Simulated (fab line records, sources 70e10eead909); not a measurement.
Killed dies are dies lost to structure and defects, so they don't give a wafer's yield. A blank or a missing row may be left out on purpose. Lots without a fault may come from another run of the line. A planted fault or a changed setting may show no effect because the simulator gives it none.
Which tool did it? | flow nand_harc | 6 lots, 18 wafers sampled, at 1 step of a route of 1302

WHAT THE GAUGES READ, wafer by wafer
NHARC_P_M1_CD_MEAS_16.
lot  | measured     | on        | cd_nm (nm)
L658 | day 7 06:19  | cd_sem-03 | 129.3 128.8 129.1
L660 | day 8 08:35  | cd_sem-02 | 129.0 130.5 129.9
L665 | day 10 01:05 | cd_sem-03 | 129.2 131.5 129.8
L668 | day 11 03:35 | cd_sem-01 | 130.3 130.2 130.6
L677 | day 15 03:19 | cd_sem-03 | 130.7 131.2 130.1
L679 | day 15 20:13 | cd_sem-02 | 130.9 131.5 132.2

WHICH TOOL RAN EACH LOT (tool, then ch and the chambers of the sampled wafers, then the start)
The record holds no process step before these readings.

THE ANSWER, worked out from the rows above alone
Rule: what is usual is taken from the lots themselves. Put in order of their means at a reading, lots are off if they are a third of the lots or fewer, leave a main group of 4 or more, and stand apart from it by a gap of 3 or more times the standard deviation of the main group's means; of several such gaps the widest counts. A main group whose means are all the same, to the digits that the tables above print for the reading, isn't used. A lot without any number at a reading at which 4 lots or more have one is off too. The other lots that the step has rows for count as sound.
No lot is off at any reading shown: from this, nothing can be told.

WHAT THE SIMULATOR HAD PUT IN
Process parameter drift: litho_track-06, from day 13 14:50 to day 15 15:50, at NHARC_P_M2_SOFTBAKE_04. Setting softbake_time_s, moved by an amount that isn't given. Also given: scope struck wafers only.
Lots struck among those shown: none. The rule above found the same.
